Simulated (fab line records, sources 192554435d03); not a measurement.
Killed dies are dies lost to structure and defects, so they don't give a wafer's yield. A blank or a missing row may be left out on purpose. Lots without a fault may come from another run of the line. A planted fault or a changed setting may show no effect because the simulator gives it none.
Chamber matching | flow n5_finfet | N5_ZERO_LAYER_DESCUM_16 on rie_diel-06: 4 sister chambers
The step chemistry O2, time 7.9 s. 8 wafers are shown with their chamber, then 8 later ones without.

WAFERS WITH THEIR CHAMBER
wafer  | chamber | showerhead_plenum_p_Torr (Torr) | drypump_motor_current_A (A)
L077.4 | 1       | 2.09                            | 5.4
L081.3 | 1       | 2.09                            | 5.3
L083.2 | 3       | 2.08                            | 5.4
L083.4 | 0       | 2.21                            | 6.3
L088.2 | 3       | 2.07                            | 5.4
L088.3 | 2       | 2.05                            | 6.5
L088.5 | 2       | 2.05                            | 6.5
L089.3 | 0       | 2.21                            | 6.4

WAFERS WITHOUT THEIR CHAMBER
wafer  | showerhead_plenum_p_Torr (Torr) | drypump_motor_current_A (A)
L089.5 | 2.21                            | 6.4
L089.6 | 2.07                            | 5.4
L096.1 | 2.20                            | 6.4
L096.4 | 2.07                            | 5.5
L096.5 | 2.08                            | 5.4
L097.1 | 2.20                            | 6.3
L097.3 | 2.05                            | 6.5
L097.6 | 2.05                            | 6.5

WHICH CHAMBER EACH WENT THROUGH
wafer  | from the rows above     | in truth
L089.5 | 0                       | 0
L089.6 | 3                       | 3
L096.1 | 0                       | 0
L096.4 | 3                       | 3
L096.5 | can't be placed: 3 or 1 | 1
L097.1 | 0                       | 0
L097.3 | 2                       | 2
L097.6 | 2                       | 2
Placed correctly: 7 of 8. Can't be placed from these rows: 1 (the true chamber is among the candidates in 1). Placed wrongly: 0.
How it was worked out, from the rows above alone: a wafer's distance from a chamber is the root of the sum, over the readings, of the square of ((its reading less the chamber's mean) divided by the reading's scatter). The wafer belongs to the nearest chamber; if the next one is less than 2 further off, it can't be placed. A chamber's mean is the mean of its shown wafers. The scatter: the root of (the sum of the squares of (reading less its chamber's mean) over the shown wafers, divided by (wafers less chambers)).
